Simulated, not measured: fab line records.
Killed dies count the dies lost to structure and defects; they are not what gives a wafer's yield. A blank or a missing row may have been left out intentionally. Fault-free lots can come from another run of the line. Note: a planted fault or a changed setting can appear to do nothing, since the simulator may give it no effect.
fab line records ; flow n5_finfet
record: lots: 4; wafers: 11; last_day: 18
route steps=1938 shown BEOL_M0@731 BEOL_M1@751 BEOL_M4@1111 PASSIVATION@1936
lots with no fault: from the same line, run without faults
start_h: the number of hours between the record's first day and the start of the first shown wafer of the lot ; wait_h: hours elapsed since this lot's preceding step ; " repeats the value in the row above ; L1.1+2: one row covering several wafers at once ; - value missing, or start not given ; * or withheld: withheld ; < > ~ a bound
route shown NAME@n: names a module that has steps shown in the file, with the first one's number in the route ; usual: mean/standard deviation of fault-free wafers ; same: alike in all rows ; chamber/n: place in a boat ; sites: per-site readings ; _std_site: the standard deviation of these ; _edge_site: outer sites' mean less inner sites' ; radius_mm: for every site, how far away it sits from the centre of the wafer ; mask NAME#n: copy n ; behind: the last tool/chamber to shape the wafer ; hold: what put the lot on hold/how long, in hours/how the hold closed ; device: the n, p or np transistor that did not switch ; end of line: at the end of the route, the tests of the same wafers ; a step with no rows: only its recipe ; killed: count of dies lost to structure and defects at first sort (not the wafer's yield) ; map: a wafer's dies, x killed, . not, _ none there
set.NAME: setting as actually run; set.NAME@STEP: the setting as run at that earlier step ; model.NAME: the simulator's own value behind a step, which no gauge read
lots at some steps of the route; a table a step, a row a wafer
services: the hour from which a tool's chamber was out of use, counted from the record's first day as start_h (under 0 if before that day), plus the number of hours and why
== steps ==
step: N5_BEOL_M0_ALD_136
recipe: material: TaN; target_thk_a: *; temp_c: 275; ald_precursor_family: PDMAT; ald_co_reactant: NH3; pressure_torr: 3; carrier_flow_sccm: 1500; pulse_time_s: 2; purge_time_s: 3; co_reactant_purge_time_s: 2; co_reactant_pulse_time_s: 3; ald_cycles: 30; precursor_vessel_temp_c: 75; precursor_vessel_pressure_torr: 26.25; precursor_vessel_carrier_sccm: 1000
step: N5_BEOL_M0_SURFACE_TREAT_137
recipe: gas: Ar; time_s: *; ion_energy_ev: *; ion_current_ma_cm2: 0.5; pressure_mtorr: *; ar_flow_sccm: 30
step: N5_BEOL_M0_CVD_115
recipe: material: Co; target_thk_a: *; temp_c: withheld; precursor: CCTBA/H2; pressure_torr: 30; time_s: 120
step: N5_BEOL_M0_SPUTTER_116
recipe: material: Cu; target_thk_a: 40; temp_c: -20; chamber_pressure_pa: 0.07; power_w: withheld; time_s: 7.37
step: N5_BEOL_M0_ANNEAL_117
recipe: temp_c: 400; time_s: 60; ambient: vacuum
step: N5_BEOL_M0_SPUTTER_132
recipe: material: Cu; target_thk_a: 40; temp_c: -20; chamber_pressure_pa: 0.07; power_w: withheld; time_s: 7.37
step: N5_BEOL_M0_ANNEAL_133
recipe: temp_c: 400; time_s: 60; ambient: vacuum
step: N5_BEOL_M0_SPUTTER_134
recipe: material: Cu; target_thk_a: 40; temp_c: -20; chamber_pressure_pa: 0.07; power_w: withheld; time_s: 7.37
step: N5_BEOL_M0_ANNEAL_135
recipe: temp_c: 400; time_s: 60; ambient: vacuum
step: N5_BEOL_M0_SPUTTER_141
recipe: material: Cu; target_thk_a: 40; temp_c: -20; chamber_pressure_pa: 0.07; power_w: withheld; time_s: 7.37
step: N5_BEOL_M0_ECD_118
recipe: material: Cu; target_thk_a: 3000
step: N5_BEOL_M0_ANNEAL_119
recipe: temp_c: 225; time_s: 90; ambient: N2
step: N5_BEOL_M0_CMP_120
recipe: stop_on: SiOC; t_overpolish_s: 6.9; down_force_psi: 1; platen_rpm: 50; clearing_platen_down_force_psi: 1.5; clearing_platen_rpm: 50; post_cmp_clean: cu_alkaline; clearing_platen_pad_velocity_m_s: 0.99484; pad_velocity_m_s: 0.99484
usual: barrier_field_endpoint_s: 3.60/0.099; motor_current_A: 6.0/0.67; overpolish_run_s: 6.901/0.0097; slurry_filter_dp_kPa: 13.50/0.14; slurry_flow_ml_min: 150.0/0.46; time_to_endpoint_s: 61.7/2.8
lot.wafer;tool;chamber;start_h;wait_h;barrier_field_endpoint_s;motor_current_A;overpolish_run_s;slurry_filter_dp_kPa;slurry_flow_ml_min;time_to_endpoint_s;model.SiOC_of_BEOL_M0_SAQP_ILD_DEP_01.thk_nm
L520.1;cmp-01;2;163.16;0.5;3.58;5.9;6.895;13.49;150.3;58.4;39.6
L520.2;cmp-01;3;163.16;0.5;3.70;6.7;6.891;13.46;150.0;61.3;39.6
L520.5;cmp-01;2;163.16;0.5;7.21;5.9;6.895;13.65;150.0;80.4;41.6
L521.4;cmp-01;1;172.11;0.2;6.92;4.9;6.909;13.52;150.0;81.2;42.2
L521.6;cmp-01;3;172.11;0.2;3.58;6.7;6.911;13.57;150.0;62.7;40.4
L530.4;cmp-03;3;227.85;0.1;3.64;6.4;6.899;13.61;150.8;63.8;39.6
L530.1;cmp-03;0;227.85;0.1;3.69;6.6;6.900;13.70;150.0;67.3;38.6
L530.6;cmp-03;3;227.85;0.1;3.63;6.0;6.909;13.49;150.4;64.0;39
L535.4;cmp-01;2;254.77;0.1;3.64;5.4;6.907;13.33;149.3;65.3;39.6
L535.2;cmp-01;3;254.77;0.1;3.65;6.7;6.901;13.65;150.3;68.8;39.2
L535.6;cmp-01;2;254.77;0.1;3.45;5.5;6.888;13.50;150.0;66.8;39.4
step: N5_BEOL_M0_PRE_CLEAN_131
recipe: gas: NH3/H2; time_s: 15; temp_c: *; rf_power_w: 300
step: N5_BEOL_M0_CO_CAP_123
recipe: material: Co; target_thk_a: 20; temp_c: 200; precursor: CCTBA/H2; pressure_torr: 30; time_s: 102.1
step: N5_BEOL_M0_PRE_CLEAN_124
recipe: gas: NH3; time_s: 15; temp_c: withheld; rf_power_w: 300
step: N5_BEOL_M0_DEP_125
recipe: material: SiCN; target_thk_a: 80; temp_c: withheld; precursor: 3MS/NH3; pressure_torr: 3; rf_w: 202; time_s: 14
step: N5_BEOL_M0_INSPECT_127
recipe: inspect_instrument: darkfield; mode: post_dep
usual: raw_defect_count: 69/23
lot.wafer;tool;chamber;start_h;wait_h;raw_defect_count
L520.1;defect_inspect-01;-;163.74;0.0;56
L520.2;defect_inspect-01;-;163.74;0.0;53
L520.5;defect_inspect-01;-;163.74;0.0;3544
L521.4;defect_inspect-01;-;172.62;0.0;3462
L521.6;defect_inspect-01;-;172.62;0.0;55
L530.1;defect_inspect-01;-;228.43;0.0;81
L530.4;defect_inspect-01;-;228.43;0.0;75
L530.6;defect_inspect-01;-;228.43;0.0;66
L535.2;defect_inspect-02;-;255.35;0.0;107
L535.4;defect_inspect-02;-;255.35;0.0;116
L535.6;defect_inspect-02;-;255.35;0.0;109
step: N5_BEOL_M1_ILD_DEP_00
recipe: material: SiOC; target_thk_a: 790; temp_c: 350; precursor: DEMS/O2; pressure_torr: 5; rf_w: 500; time_s: 15.3
step: N5_BEOL_M1_PECVD_72
recipe: material: SiO2; target_thk_a: 160; temp_c: 400; precursor: TEOS/O2; pressure_torr: 5.5; rf_w: 450; teos_flow_sccm: 53.8; gas: O2; flow_sccm: 3000; time_s: 18
step: N5_BEOL_M1_HM_DEP_02
recipe: material: TiN; target_thk_a: 200; temp_c: 25; chamber_pressure_pa: 0.49996
step: N5_BEOL_M1_COAT_61
recipe: resist: SOC; temp_c: 250; time_s: 60; spin_rpm: 1500; resist_thk_nm: 60
step: N5_BEOL_M1_COAT_62
recipe: resist: SiARC; temp_c: 220; time_s: 60; spin_rpm: 1500; resist_thk_nm: 12
step: N5_BEOL_M1_COAT_73
recipe: resist: underlayer; temp_c: 205; time_s: 60; spin_rpm: 1500; resist_thk_nm: 5
step: N5_BEOL_M1_COAT_05
recipe: resist: CAR-EUV; spin_rpm: 1500; resist_thk_nm: 30
step: N5_BEOL_M1_EBR_07
recipe: solvent: PGMEA; ebr_width_mm: 1.5
step: N5_BEOL_M1_SOFTBAKE_06
recipe: temp_c: 110; time_s: 60; resist: CAR-EUV
step: N5_BEOL_M1_EXPOSE_08
recipe: mask_id: M1; na: 0.33; source_shape: dipole; sigma_inner: 0.369; sigma_outer: 0.767; polarization: unpolarized; dose_mj: 33
step: N5_BEOL_M1_PEB_09
recipe: peb_temp_c: 100; peb_time_s: 60; resist: CAR-EUV
step: N5_BEOL_M1_DEVELOP_10
recipe: develop_time_s: 30; developer: TMAH; resist: CAR-EUV; rinse_liquid: surfactant_rinse; dry: air_spin; dev_temp_c: 23
step: N5_BEOL_M1_DESCUM_16
recipe: chemistry: O2; time_s: 7; source_power_w: 50; bias_power_w: 20; pressure_mtorr: 20; rf_frequency_hz: 2.712e+07; temp_c: 40; resist: CAR-EUV; o2_flow_sccm: 225
step: N5_BEOL_M1_ETCH_74
recipe: chemistry: N2/H2; target: underlayer; target_depth_a: 65; mask_material: CAR-EUV; time_s: 5.2; ion_energy_ev: 200; pressure_mtorr: 30; source_w: 840; bias_w: 150; n2_flow_sccm: 200; h2_flow_sccm: 200; ends: cleared
step: N5_BEOL_M1_ETCH_63
recipe: chemistry: CF4; target: SiARC; target_depth_a: 156; mask_material: CAR-EUV; time_s: 26; ion_energy_ev: 80; pressure_mtorr: 40; source_w: 545; bias_w: 36; Ar_flow_sccm: 100; cf4_flow_sccm: 100; ends: cleared
step: N5_BEOL_M1_ETCH_64
recipe: chemistry: N2/H2; target: SOC; target_depth_a: 750; overetch_a: 150; mask_material: SiARC; temp_c: 40; time_s: 112.5; ion_energy_ev: 200; pressure_mtorr: 30; source_w: 840; bias_w: 150; n2_flow_sccm: 200; h2_flow_sccm: 200
step: N5_BEOL_M1_STRIP_65
recipe: chemistry: N2/H2; temp_c: 40; n2_flow_sccm: 200; h2_flow_sccm: 200; rf_frequency_hz: 6e+07
step: N5_BEOL_M1_STRIP_75
recipe: chemistry: N2/H2; temp_c: 40; n2_flow_sccm: 200; h2_flow_sccm: 200; rf_frequency_hz: 6e+07
step: N5_BEOL_M4_RC_MEAS_101
usual: DIBL_N: 36.5/1.4; DIBL_P: 36.9/1.7; IOFF_N: 0.163/0.023; IOFF_P: 0.22/0.032; ION_N: 673/9; ION_P: 462/7.5; SS_N: 71.6/0.54; SS_P: 73.4/0.62; VT_N: 249.8/2.8; VT_P: -250/3.5
lot.wafer;tool;chamber;start_h;wait_h;DIBL_N[mV/V];DIBL_P[mV/V];IOFF_N[nA/um];IOFF_P[nA/um];ION_N[uA/um];ION_P[uA/um];SS_N[mV/dec];SS_P[mV/dec];VT_N[mV];VT_P[mV]
L520.1;prober-01;0;210.67;0.0;38.9;38.9;0.203;0.24;691;460;72.4;74.7;245.2;-249
L520.2;prober-01;0;210.67;0.0;34.2;33.7;0.127;0.16;656;451;71.7;72.0;254.4;-255
L521.6;prober-01;0;213.89;0.8;36.5;37.8;0.187;0.27;679;469;73.1;73.4;249.4;-246
L530.1;prober-02;0;276.53;0.0;36.5;38.4;0.171;0.22;669;457;71.6;73.4;248.7;-248
L530.4;prober-02;0;276.53;0.0;36.6;38.5;0.178;0.23;683;469;72.6;72.7;249.9;-249
L530.6;prober-02;0;276.53;0.0;36.5;38.4;0.169;0.22;681;467;71.5;73.4;249.4;-252
L535.2;prober-02;0;310.03;0.2;37.8;36.4;0.151;0.20;665;457;72.0;73.1;253.7;-251
L535.4;prober-02;0;310.03;0.2;37.6;36.6;0.159;0.21;675;461;72.3;73.2;249.4;-250
L535.6;prober-02;0;310.03;0.2;36.4;35.7;0.138;0.19;663;454;71.3;73.0;255.7;-251
step: N5_PASSIVATION_PROBE_49
usual: defect_limited_yield: 91.2/1.4; killed_at_M0_to_M3: 35/11; killed_at_M4_up: 12/4.2; killed_at_contacts: 13/5.6; killed_at_front_end: 40/12; killed_at_other: 3.3/2.6; killed_dies: 103/17; killed_on_rim: 14/4.5; killed_open: 68/12; killed_short: 34/7.6; sort_bin_5_function: 5.1/0.95; sort_bin_6_memory: 3.3/0.68; sort_n_pass: 1077/17; sort_yield_pct: 91.2/1.4
same: gross_dies: 1180; killed_at_back_side: 0; sort_bin_4_leakage[%]: 0; sort_bin_8_speed[%]: 0
lot.wafer;tool;chamber;start_h;wait_h;defect_limited_yield[%];killed_at_M0_to_M3;killed_at_M4_up;killed_at_contacts;killed_at_front_end;killed_at_other;killed_dies;killed_on_rim;killed_open;killed_short;sort_bin_5_function[%];sort_bin_6_memory[%];sort_n_pass;sort_yield_pct[%]
L520.1;prober-02;-;305.98;0.0;93.3;22;13;10;34;0;79;7;56;23;4.2;2.4;1101;93.3
L520.2;prober-02;-;306.03;0.1;90.7;33;15;14;46;2;110;14;69;37;5.4;3.4;1070;90.7
L520.5;prober-02;-;306.18;0.2;0;1106;20;13;38;3;1180;152;70;34;4.7;3.5;0;0
L521.4;prober-01;-;319.50;0.2;0;1121;3;6;50;0;1180;152;72;39;4.7;4.4;0;0
L530.1;prober-01;-;374.91;0.0;89.5;39;12;12;55;6;124;17;91;30;6.2;3.9;1056;89.5
L530.4;prober-01;-;375.06;0.2;90.9;28;10;16;49;4;107;13;75;32;4.6;4.3;1073;90.9
L530.6;prober-01;-;375.16;0.3;90.2;48;16;17;33;2;116;15;79;37;6.6;3.1;1064;90.2
L535.2;prober-01;-;428.37;0.1;93.0;27;16;11;29;0;83;18;50;32;4.7;2.0;1097;93.0
L535.4;prober-01;-;428.47;0.2;91.5;36;10;4;45;5;100;10;66;31;4.8;3.5;1080;91.5
L535.6;prober-01;-;428.57;0.3;92.5;35;11;11;25;7;89;15;56;31;4.2;3.0;1091;92.5
killed by level:class
L520.1 BEOL_M1:geometric_particle:open=9 MOL_CONTACT_COAG:geometric_particle:open=8 GATE_CUT:geometric_particle:open=6 BEOL_M4:geometric_particle:open=6 FIN_SAQP:geometric_particle:open=5 STI_FIN_REVEAL:geometric_particle:open=5 BEOL_M0_SAQP:geometric_particle:short=5 FIN_SAQP:geometric_particle:short=4
L520.2 STI_FIN_REVEAL:geometric_particle:open=14 BEOL_M1:geometric_particle:open=11 MOL_CONTACT_COAG:geometric_particle:open=11 BEOL_M0_SAQP:geometric_particle:short=9 FIN_SAQP:geometric_particle:short=7 BEOL_M4:geometric_particle:open=7 BEOL_M0_SAQP:geometric_particle:open=6 DUMMY_GATE:geometric_particle:open=5
L520.5 BEOL_M0:area_cmp=1076 STI_FIN_REVEAL:geometric_particle:open=13 BEOL_M4:geometric_particle:open=11 MOL_CONTACT_COAG:geometric_particle:open=10 BEOL_M0_SAQP:geometric_particle:short=8 BEOL_M3:geometric_particle:open=8 GATE_CUT:geometric_particle:short=6 DUMMY_GATE:geometric_particle:open=5
L521.4 BEOL_M0:area_cmp=1069 BEOL_M3:geometric_particle:open=15 FIN_SAQP:geometric_particle:open=13 STI_FIN_REVEAL:geometric_particle:open=11 FIN_SAQP:geometric_particle:short=10 BEOL_M0_SAQP:geometric_particle:open=10 BEOL_M0_SAQP:geometric_particle:short=7 BEOL_M1:geometric_particle:open=6
L530.1 STI_FIN_REVEAL:geometric_particle:open=20 BEOL_M2:geometric_particle:open=15 MOL_CONTACT_COAG:geometric_particle:open=10 FIN_SAQP:geometric_particle:open=7 BEOL_M0_SAQP:geometric_particle:open=6 BEOL_M0_SAQP:geometric_particle:short=6 BEOL_M3:geometric_particle:open=6 GATE_CUT:geometric_particle:open=5
L530.4 STI_FIN_REVEAL:geometric_particle:open=18 MOL_CONTACT_COAG:geometric_particle:open=13 FIN_SAQP:geometric_particle:short=10 BEOL_M2:geometric_particle:open=9 BEOL_M0_SAQP:geometric_particle:open=8 FIN_SAQP:geometric_particle:open=5 BEOL_M0_SAQP:geometric_particle:short=5 DUMMY_GATE:geometric_particle:open=4
L530.6 BEOL_M2:geometric_particle:open=23 MOL_CONTACT_COAG:geometric_particle:open=15 FIN_SAQP:geometric_particle:short=12 BEOL_M0_SAQP:geometric_particle:short=8 BEOL_M0_SAQP:geometric_particle:open=8 BEOL_M7:geometric_particle:open=6 FIN_SAQP:geometric_particle:open=4 STI_FIN_REVEAL:geometric_particle:open=4
L535.2 BEOL_M2:geometric_particle:open=12 MOL_CONTACT_COAG:geometric_particle:open=10 FIN_SAQP:geometric_particle:short=9 FIN_SAQP:geometric_particle:open=8 BEOL_M4:geometric_particle:short=7 GATE_CUT:geometric_particle:short=4 BEOL_M0_SAQP:geometric_particle:open=4 BEOL_M2:geometric_particle:short=4
L535.4 FIN_SAQP:geometric_particle:open=16 BEOL_M0_SAQP:geometric_particle:open=12 BEOL_M0_SAQP:geometric_particle:short=11 FIN_SAQP:geometric_particle:short=10 DUMMY_GATE:geometric_particle:open=8 BEOL_M4:geometric_particle:open=4 BEOL_M1:geometric_particle:open=4 BEOL_M2:geometric_particle:open=4
L535.6 MOL_CONTACT_COAG:geometric_particle:open=8 BEOL_M2:geometric_particle:open=8 BEOL_M0_SAQP:geometric_particle:short=7 BEOL_M0_SAQP:geometric_particle:open=7 FIN_SAQP:geometric_particle:open=6 FIN_SAQP:geometric_particle:short=5 ILD0:geometric_particle:open=5 BEOL_M3:geometric_particle:open=5
map L520.5 (x killed, . not)
_________________xxxxxxxxxxxx________________
______________xxxxxxxxxxxxxxxxxx_____________
___________xxxxxxxxxxxxxxxxxxxxxxxx__________
__________xxxxxxxxxxxxxxxxxxxxxxxxxx_________
________xxxxxxxxxxxxxxxxxxxxxxxxxxxxxx_______
_______xxxxxxxxxxxxxxxxxxxxxxxxxxxxxxxx______
______xxxxxxxxxxxxxxxxxxxxxxxxxxxxxxxxxx_____
_____xxxxxxxxxxxxxxxxxxxxxxxxxxxxxxxxxxxx____
____xxxxxxxxxxxxxxxxxxxxxxxxxxxxxxxxxxxxxx___
___xxxxxxxxxxxxxxxxxxxxxxxxxxxxxxxxxxxxxxxx__
___xxxxxxxxxxxxxxxxxxxxxxxxxxxxxxxxxxxxxxxx__
__xxxxxxxxxxxxxxxxxxxxxxxxxxxxxxxxxxxxxxxxxx_
__xxxxxxxxxxxxxxxxxxxxxxxxxxxxxxxxxxxxxxxxxx_
_xxxxxxxxxxxxxxxxxxxxxxxxxxxxxxxxxxxxxxxxxxxx
_xxxxxxxxxxxxxxxxxxxxxxxxxxxxxxxxxxxxxxxxxxxx
_xxxxxxxxxxxxxxxxxxxxxxxxxxxxxxxxxxxxxxxxxxxx
_xxxxxxxxxxxxxxxxxxxxxxxxxxxxxxxxxxxxxxxxxxxx
_xxxxxxxxxxxxxxxxxxxxxxxxxxxxxxxxxxxxxxxxxxxx
_xxxxxxxxxxxxxxxxxxxxxxxxxxxxxxxxxxxxxxxxxxxx
_xxxxxxxxxxxxxxxxxxxxxxxxxxxxxxxxxxxxxxxxxxxx
_xxxxxxxxxxxxxxxxxxxxxxxxxxxxxxxxxxxxxxxxxxxx
__xxxxxxxxxxxxxxxxxxxxxxxxxxxxxxxxxxxxxxxxxx_
__xxxxxxxxxxxxxxxxxxxxxxxxxxxxxxxxxxxxxxxxxx_
___xxxxxxxxxxxxxxxxxxxxxxxxxxxxxxxxxxxxxxxx__
___xxxxxxxxxxxxxxxxxxxxxxxxxxxxxxxxxxxxxxxx__
____xxxxxxxxxxxxxxxxxxxxxxxxxxxxxxxxxxxxxx___
_____xxxxxxxxxxxxxxxxxxxxxxxxxxxxxxxxxxxx____
______xxxxxxxxxxxxxxxxxxxxxxxxxxxxxxxxxx_____
_______xxxxxxxxxxxxxxxxxxxxxxxxxxxxxxxx______
________xxxxxxxxxxxxxxxxxxxxxxxxxxxxxx_______
__________xxxxxxxxxxxxxxxxxxxxxxxxxx_________
___________xxxxxxxxxxxxxxxxxxxxxxxx__________
______________xxxxxxxxxxxxxxxxxx_____________
_________________xxxxxxxxxxxx________________
map L521.4 (x killed, . not)
_________________xxxxxxxxxxxx________________
______________xxxxxxxxxxxxxxxxxx_____________
___________xxxxxxxxxxxxxxxxxxxxxxxx__________
__________xxxxxxxxxxxxxxxxxxxxxxxxxx_________
________xxxxxxxxxxxxxxxxxxxxxxxxxxxxxx_______
_______xxxxxxxxxxxxxxxxxxxxxxxxxxxxxxxx______
______xxxxxxxxxxxxxxxxxxxxxxxxxxxxxxxxxx_____
_____xxxxxxxxxxxxxxxxxxxxxxxxxxxxxxxxxxxx____
____xxxxxxxxxxxxxxxxxxxxxxxxxxxxxxxxxxxxxx___
___xxxxxxxxxxxxxxxxxxxxxxxxxxxxxxxxxxxxxxxx__
___xxxxxxxxxxxxxxxxxxxxxxxxxxxxxxxxxxxxxxxx__
__xxxxxxxxxxxxxxxxxxxxxxxxxxxxxxxxxxxxxxxxxx_
__xxxxxxxxxxxxxxxxxxxxxxxxxxxxxxxxxxxxxxxxxx_
_xxxxxxxxxxxxxxxxxxxxxxxxxxxxxxxxxxxxxxxxxxxx
_xxxxxxxxxxxxxxxxxxxxxxxxxxxxxxxxxxxxxxxxxxxx
_xxxxxxxxxxxxxxxxxxxxxxxxxxxxxxxxxxxxxxxxxxxx
_xxxxxxxxxxxxxxxxxxxxxxxxxxxxxxxxxxxxxxxxxxxx
_xxxxxxxxxxxxxxxxxxxxxxxxxxxxxxxxxxxxxxxxxxxx
_xxxxxxxxxxxxxxxxxxxxxxxxxxxxxxxxxxxxxxxxxxxx
_xxxxxxxxxxxxxxxxxxxxxxxxxxxxxxxxxxxxxxxxxxxx
_xxxxxxxxxxxxxxxxxxxxxxxxxxxxxxxxxxxxxxxxxxxx
__xxxxxxxxxxxxxxxxxxxxxxxxxxxxxxxxxxxxxxxxxx_
__xxxxxxxxxxxxxxxxxxxxxxxxxxxxxxxxxxxxxxxxxx_
___xxxxxxxxxxxxxxxxxxxxxxxxxxxxxxxxxxxxxxxx__
___xxxxxxxxxxxxxxxxxxxxxxxxxxxxxxxxxxxxxxxx__
____xxxxxxxxxxxxxxxxxxxxxxxxxxxxxxxxxxxxxx___
_____xxxxxxxxxxxxxxxxxxxxxxxxxxxxxxxxxxxx____
______xxxxxxxxxxxxxxxxxxxxxxxxxxxxxxxxxx_____
_______xxxxxxxxxxxxxxxxxxxxxxxxxxxxxxxx______
________xxxxxxxxxxxxxxxxxxxxxxxxxxxxxx_______
__________xxxxxxxxxxxxxxxxxxxxxxxxxx_________
___________xxxxxxxxxxxxxxxxxxxxxxxx__________
______________xxxxxxxxxxxxxxxxxx_____________
_________________xxxxxxxxxxxx________________
== services ==
tool;chamber;start_h;hours;kind
cmp-03;-;162.10;0.6;repair
cmp-01;-;199.18;4.0;pm
cmp-01;-;203.18;-;consumable_replace:conditioner
cmp-01;-;203.18;-;consumable_replace:pad
cmp-03;-;207.95;6.7;pm
cmp-03;-;253.17;1.7;repair
== key ==
first_sign: step: N5_BEOL_M0_CMP_120; reading: barrier_field_endpoint_s; direction: up; sigmas: 35; usual: 3.60; struck: 7.07
effect: step: N5_BEOL_M0_CMP_120; reading: time_to_endpoint_s; direction: up; sigmas: 6.9; usual: *; struck: *
effect: step: N5_BEOL_M0_INSPECT_127; reading: raw_defect_count; direction: up; sigmas: 99+; usual: 69; struck: 3503
effect: step: N5_PASSIVATION_PROBE_49; reading: killed_at_M0_to_M3; direction: up; sigmas: 97; usual: 35; struck: 1114
model_effect: step: N5_BEOL_M0_CMP_120; value: SiOC_of_BEOL_M0_SAQP_ILD_DEP_01.thk_nm; without: 40.4; struck: 41.9
more_kills_born_at: N5_BEOL_M0_CMP_120@cmp-01: 2145
met_at N5_BEOL_M0_CMP_120
struck_wafers L520.5,L521.4
later_rows_left_out L520.5,L521.4
fault: kind: process_parameter_drift; tool: cmp-01; chamber: -; onset_h: 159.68; steps: N5_BEOL_M0_CMP_120; channel: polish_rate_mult; offset: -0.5; shape: step; end_h: 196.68; scope: struck_wafers_only
later_rows_left_out: the simulator's readings of these wafers behind a module that went badly wrong aren't trusted and aren't shown, but for the sort
